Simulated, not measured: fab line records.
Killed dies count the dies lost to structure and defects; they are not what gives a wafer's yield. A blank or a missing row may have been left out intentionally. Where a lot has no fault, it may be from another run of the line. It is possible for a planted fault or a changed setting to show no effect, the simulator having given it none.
fab line records	flow nand_harc
record lots=7	wafers=21	last_day=23
route steps=1159 shown A_CHANNEL_FILL_D1@507 A_STAIRCASE@519 END@1159
lots untouched by any fault: they come from a run of this same line in which no faults occurred
start_h: the number of hours between the record's first day and the start of the first shown wafer of the lot	wait_h: time in hours since the lot's previous step	" identical to the entry in the row above	L1.1+2: several wafers, shown together as one row	- no value, or no start given	* or withheld: withheld	< > ~ a bound
route shown NAME@n: names a module that has steps shown in the file, with the first one's number in the route	usual: the fault-free wafers' mean and standard deviation	same: alike in all rows	chamber/n: place in a boat	sites: readings site by site	_std_site: how widely they spread, as a standard deviation	_edge_site: outer sites' mean less inner sites'	radius_mm: how far each site lies from the wafer's centre	mask NAME#n: copy n	behind: the most recent tool/chamber to have shaped the wafer	hold: what put the lot on hold/how long, in hours/how the hold closed	device: whichever transistor did not switch (one of n, p or np)	end of line: the tests these same wafers got at the end of their route	a step with no rows: only its recipe	killed: the dies lost at the first sort to structure and to defects; this is not the yield of the wafer	map: a wafer's dies, x killed, . not, _ none there
set.NAME: the setting as run; set.NAME@STEP: as run at that earlier step	model.NAME: the simulator's own value behind a step, which no gauge read
lots at selected steps of the route; one table per step, one row per wafer
services: when a tool's chamber went out of use (start_h, in hours from the record's first day, below 0 if earlier), for how many hours, and the reason
## steps
# step NHARC_A_CHANNEL_FILL_D1_ALD_25
# recipe target_thk_a=600	pulse_time_s=10	ald_cycles=600	temp_c=300	material=SiOx
# usual heater_power_w=470/35	precursor_pulse_height_rel=1.000/0.023
lot.wafer	tool	chamber	start_h	wait_h	heater_power_w	precursor_pulse_height_rel
L684.4	ald_hk-04	0	231.06	0.7	440	0.988
L684.3	"	1	"	"	430	0.976
L684.5	"	0	233.52	3.1	413	1.006
L688.3	ald_hk-04	1	257.23	0.1	426	1.036
L688.5	"	1	259.71	2.5	440	1.035
L688.6	"	2	"	"	489	0.957
L689.3	ald_hk-02	0	265.49	1.3	447	0.968
L689.1	"	1	"	"	467	0.979
L689.5	"	2	"	"	539	1.000
L691.1	ald_hk-01	3	272.28	2.1	478	1.020
L691.3	"	0	273.52	3.3	519	0.965
L691.4	"	1	274.75	4.5	445	1.017
L692.4	ald_hk-02	1	275.36	0.7	454	1.000
L692.1	"	2	"	"	533	1.007
L692.6	"	1	277.86	3.2	458	1.049
L698.1	ald_hk-04	0	318.95	1.3	421	1.009
L698.3	"	1	"	"	430	1.034
L698.6	"	3	320.80	3.1	438	1.010
L700.3	ald_hk-01	3	320.63	0.1	482	1.011
L700.1	"	2	322.45	1.9	467	1.013
L700.5	"	0	323.67	3.1	509	0.990
# step NHARC_A_CHANNEL_FILL_D1_ETCHBACK_08
# recipe target_depth_a=2200	time_s=110	c4f8_flow_sccm=20	ar_flow_sccm=withheld	rf_w=600	bias_w=300	chemistry=C4F8
# usual oes_product_au=0.95/0.037	rf_vpp_V=442.6/2.8
lot.wafer	tool	chamber	start_h	wait_h	oes_product_au	rf_hours_counter_h	rf_vpp_V
L684.3	rie_diel-12	2	-	-	0.92	1	443.3
L684.4	"	0	"	"	0.91	1	444.4
L684.5	"	2	"	"	0.91	-	442.8
L688.3	rie_diel-12	2	-	-	0.92	1	443.0
L688.6	"	2	"	"	0.92	-	442.6
L688.5	"	3	"	"	0.91	-	442.6
L689.3	rie_diel-09	2	-	-	1.01	0	437.9
L689.1	"	0	"	"	1.00	0	443.6
L689.5	"	2	"	"	1.02	-	437.9
L691.1	rie_diel-08	0	-	-	0.91	27	442.2
L691.3	"	1	"	"	0.91	25	441.5
L691.4	"	2	"	"	0.94	25	440.8
L692.4	rie_diel-12	1	-	-	1.01	2	444.4
L692.1	"	2	"	"	0.98	2	441.7
L692.6	"	2	"	"	0.98	-	442.4
L698.1	rie_diel-12	1	-	-	0.98	2	444.8
L698.3	"	2	"	"	0.99	2	444.8
L698.6	"	1	"	"	0.99	-	444.7
L700.3	rie_diel-09	1	-	-	0.93	2	437.8
L700.1	"	3	"	"	0.91	2	444.6
L700.5	"	1	"	"	0.94	-	437.0
# step NHARC_A_CHANNEL_FILL_D1_STRIP_29
# recipe time_s=20	o2_flow_sccm=500	ar_flow_sccm=0	bias_w=0	chemistry=O2
# usual drypump_motor_current_A=5.6/0.4	oes_product_au=0.995/0.013	rf_vpp_V=58.1/0.99	showerhead_plenum_p_Torr=3.61/0.15	throttle_valve_pct=17.036/0.0086
# same bias_w=0
lot.wafer	tool	chamber	start_h	wait_h	drypump_motor_current_A	oes_product_au	rf_hours_counter_h	rf_vpp_V	showerhead_plenum_p_Torr	throttle_valve_pct
L684.3	rie_diel-12	0	-	-	5.4	0.990	1	59.3	3.75	17.032
L684.4	"	2	"	"	5.2	1.000	1	59.2	3.63	17.040
L684.5	"	0	"	"	5.4	0.988	-	58.7	3.75	17.032
L688.3	rie_diel-12	0	-	-	5.3	0.982	1	58.2	3.75	17.031
L688.6	"	2	"	"	5.2	0.976	-	58.5	3.63	17.040
L688.5	"	3	"	"	5.3	0.985	-	58.6	3.63	17.024
L689.1	rie_diel-09	0	-	-	5.0	1.014	0	59.8	3.69	17.040
L689.3	"	3	"	"	5.7	0.992	0	59.8	3.75	17.044
L689.5	"	0	"	"	5.0	1.010	-	57.2	3.69	17.032
L691.4	rie_diel-08	3	-	-	5.4	1.001	28	59.5	3.77	17.030
L691.3	"	0	"	"	5.6	0.993	27	57.3	3.59	17.048
L691.1	"	2	"	"	5.1	1.019	25	58.2	3.55	17.017
L692.4	rie_diel-12	3	-	-	5.3	1.002	2	57.0	3.63	17.037
L692.1	"	0	"	"	5.4	0.988	2	59.8	3.75	17.048
L692.6	"	1	"	"	6.2	1.017	-	58.4	3.73	17.027
L698.1	rie_diel-12	2	-	-	5.2	0.990	2	57.9	3.63	17.038
L698.3	"	0	"	"	5.4	0.988	3	57.9	3.75	17.033
L698.6	"	2	"	"	5.2	0.989	-	58.6	3.63	17.028
L700.3	rie_diel-09	1	-	-	6.1	1.012	2	58.0	3.33	17.034
L700.1	"	0	"	"	5.0	1.002	2	59.5	3.69	17.038
L700.5	"	2	"	"	6.0	0.987	-	55.2	3.33	17.037
# step NHARC_A_CHANNEL_FILL_D1_PRECLEAN_30
# recipe time_s=30	chemistry=dHF
# step NHARC_A_CHANNEL_FILL_D1_SRD_31
# step NHARC_A_CHANNEL_FILL_D1_CVD_09
# recipe target_thk_a=1500	temp_c=620	pressure_mtorr=200	time_s=3000	material=poly-Si
# step NHARC_A_CHANNEL_FILL_D1_CMP_10
# recipe target_thk_nm=150
# usual motor_current_A=12.0/0.86	time_to_endpoint_s=15.6/2.9
lot.wafer	tool	chamber	start_h	wait_h	motor_current_A	time_to_endpoint_s
L684.4	cmp-02	1	241.91	0.4	13.0	13.6
L684.3	"	3	"	"	12.5	12.2
L684.5	"	1	"	"	12.2	14.6
L688.3	cmp-01	0	268.52	0.4	10.3	16.0
L688.6	"	3	"	"	11.8	17.9
L688.5	"	0	"	"	10.5	14.5
L689.1	cmp-04	0	275.59	0.4	12.9	13.1
L689.3	"	1	"	"	11.7	18.3
L689.5	"	0	"	"	13.3	11.1
L691.3	cmp-02	3	286.17	0.4	12.5	15.9
L691.1	"	0	"	"	11.8	14.2
L691.4	"	2	"	"	13.7	17.1
L692.4	cmp-01	0	286.19	0.4	11.1	14.1
L692.1	"	3	"	"	12.0	19.6
L692.6	"	1	"	"	13.1	17.8
L698.3	cmp-04	3	329.23	0.4	11.9	13.7
L698.1	"	0	"	"	13.0	9.4
L698.6	"	1	"	"	11.9	14.8
L700.3	cmp-01	3	332.06	0.4	11.8	11.8
L700.1	"	1	"	"	12.3	15.4
L700.5	"	3	"	"	11.1	12.2
# step NHARC_A_CHANNEL_FILL_D1_SRD_12
# step NHARC_A_CHANNEL_FILL_D1_RTA_24
# recipe temp_c=1000	time_s=5
# usual lamp_power_pct=29.2/1.7	lamp_zone_3_pct=29.2/1.7	wafer_temp_C_max=1003.9/1.2
lot.wafer	tool	chamber	start_h	wait_h	lamp_power_pct	lamp_zone_3_pct	wafer_temp_C_max
L684.3	rtp_anneal-01	0	242.36	0.1	31.0	31.1	1004.2
L684.4	"	0	"	"	31.1	31.0	1004.8
L684.5	"	0	"	"	31.0	31.0	1006.3
L688.3	rtp_anneal-02	0	268.97	0.1	27.6	27.7	1003.2
L688.5	"	0	"	"	27.6	27.6	1002.9
L688.6	"	0	"	"	27.6	27.6	1003.3
L689.1	rtp_anneal-01	0	276.12	0.2	31.0	31.1	1004.6
L689.3	"	0	"	"	31.0	31.1	1004.9
L689.5	"	0	"	"	31.1	31.1	1004.7
L691.1	rtp_anneal-02	0	286.59	0.0	27.6	27.7	1002.8
L691.3	"	0	"	"	27.6	27.6	1002.2
L691.4	"	0	"	"	27.6	27.6	1002.4
L692.1	rtp_anneal-01	0	286.63	0.1	31.0	31.1	1004.6
L692.4	"	0	"	"	31.1	31.1	1003.6
L692.6	"	0	"	"	31.0	31.1	1004.1
L698.1	rtp_anneal-02	0	329.67	0.1	27.6	27.6	1002.5
L698.3	"	0	"	"	27.6	27.6	1003.4
L698.6	"	0	"	"	27.6	27.6	1003.9
L700.1	rtp_anneal-02	0	332.45	0.0	27.6	27.6	1004.7
L700.3	"	0	"	"	27.6	27.6	1004.2
L700.5	"	0	"	"	27.6	27.6	1002.4
# step NHARC_A_CHANNEL_FILL_D1_INSPECT_13
# usual raw_defect_count=311/120
lot.wafer	tool	chamber	start_h	wait_h	raw_defect_count
L684.3	defect_inspect-01	-	242.50	0.1	224
L684.4	"	-	"	"	311
L684.5	"	-	"	"	228
L688.3	defect_inspect-01	-	269.11	0.1	287
L688.5	"	-	"	"	380
L688.6	"	-	"	"	199
L689.1	defect_inspect-02	-	276.34	0.2	245
L689.3	"	-	"	"	261
L689.5	"	-	"	"	229
L691.1	defect_inspect-01	-	286.78	0.2	199
L691.3	"	-	"	"	370
L691.4	"	-	"	"	316
L692.1	defect_inspect-01	-	286.83	0.2	198
L692.4	"	-	"	"	235
L692.6	"	-	"	"	346
L698.1	defect_inspect-01	-	329.87	0.2	302
L698.3	"	-	"	"	295
L698.6	"	-	"	"	451
L700.1	defect_inspect-01	-	332.64	0.2	334
L700.3	"	-	"	"	403
L700.5	"	-	"	"	378
# step NHARC_A_STAIRCASE_DEP_156
# recipe target_thk_a=500	temp_c=400	target_thk_nm=50	flow_sccm=200	rf_w=450	material=SiNx
# usual heater_power_w=697/100
lot.wafer	tool	chamber	start_h	wait_h	heater_power_w
L684.3	pecvd-04	1	242.63	0.1	711
L684.4	"	2	"	"	922
L684.5	"	0	"	"	670
L688.3	pecvd-04	1	269.24	0.1	553
L688.5	"	2	"	"	837
L688.6	"	0	"	"	639
L688.3	pecvd-04	1	269.91	0.6	572
L688.5	"	2	"	"	796
L688.6	"	0	"	"	634
L689.3	pecvd-03	1	276.43	0.1	749
L689.1	"	2	"	"	564
L689.5	"	0	"	"	710
L691.1	pecvd-04	0	287.01	0.2	602
L691.3	"	1	"	"	673
L691.4	"	0	"	"	629
L692.1	pecvd-04	2	287.16	0.3	950
L692.6	"	0	"	"	631
L692.4	"	1	"	"	671
L692.1	pecvd-04	2	287.83	0.6	970
L692.6	"	0	"	"	627
L692.4	"	1	"	"	685
L698.3	pecvd-02	0	329.96	0.1	615
L698.1	"	1	"	"	795
L698.6	"	0	"	"	614
L698.3	pecvd-02	0	330.36	0.4	607
L698.1	"	1	"	"	822
L698.6	"	0	"	"	621
L700.1	pecvd-03	0	332.74	0.1	733
L700.3	"	1	"	"	774
L700.5	"	0	"	"	733
# step NHARC_A_STAIRCASE_DEHYDRATE_158
# recipe temp_c=150	time_s=120
# step NHARC_END_SORT_01
# recipe temp_c=25
# usual killed_at_array=25/7.8	killed_at_other=0.6/0.81	killed_at_periphery=3.3/2.2	killed_dies=29/8.2	killed_open=3.5/1.9	killed_short=1.8/1.3
# same gross_dies=677
lot.wafer	tool	chamber	start_h	wait_h	killed_at_array	killed_at_other	killed_at_periphery	killed_dies	killed_open	killed_short
L691.1	prober-02	0	498.01	2.5	16	0	3	19	1	0
# killed by level:class
L691.1 A_CHANNEL_HOLE_D1:chamber_film_flake=6 P_STI:chamber_film_flake=3 A_WL_FILL:chamber_film_flake=3 A_STAIRCASE:chamber_film_flake=2 A_SLIT:chamber_film_flake=2 A_WL_FILL:geometric_particle:open=1 A_ZERO_WELL:chamber_film_flake=1 A_CONTACT:chamber_film_flake=1
## services
tool	chamber	start_h	hours	kind
rie_diel-12	0	211.43	-	clean
rie_diel-12	1	211.43	-	clean
rie_diel-12	2	211.43	-	clean
rie_diel-09	0	213.18	11.1	repair
cmp-02	-	226.50	4.0	pm
cmp-04	-	228.07	6.0	repair
ald_hk-01	-	229.23	10.0	pm
rie_diel-08	3	239.65	8.7	repair
cmp-02	-	244.09	0.6	repair
rie_diel-09	1	249.82	16.5	repair
cmp-01	-	251.72	2.8	repair
rie_diel-09	-	254.10	9.0	pm
cmp-01	-	277.68	4.0	pm
ald_hk-02	-	280.82	10.0	pm
pecvd-03	-	292.00	13.0	pm
rtp_anneal-02	-	300.00	12.0	pm
cmp-04	-	301.20	4.0	pm
ald_hk-01	-	301.37	1.0	repair
rie_diel-08	-	301.83	9.0	pm
pecvd-04	1	311.44	4.9	repair
pecvd-02	-	312.42	0.8	repair
cmp-02	-	320.30	2.4	repair
cmp-04	-	323.61	3.4	repair
cmp-02	-	324.50	4.0	pm
## key
first_sign step=NHARC_A_STAIRCASE_DEP_156	reading=visit	direction=added
effect none on later readings
met_at NHARC_A_STAIRCASE_DEP_156
struck_wafers L688.3,L688.5,L688.6,L692.1,L692.4,L692.6,L698.1,L698.3,L698.6
tester_left_out L688,L692,L698
fault kind=repeated_step_whole	tool=pecvd-02,pecvd-03,pecvd-04	chamber=-	onset_h=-	steps=NHARC_A_STAIRCASE_DEP_156	times=1	scope=struck_lots_only
# tester_left_out: of these lots the tester's yield and bins aren't shown, on N5 and GAA mostly nor the transistor test; their killed dies are dies lost to structure and defects alone, not to doping, threshold or leakage, so they don't give the yield
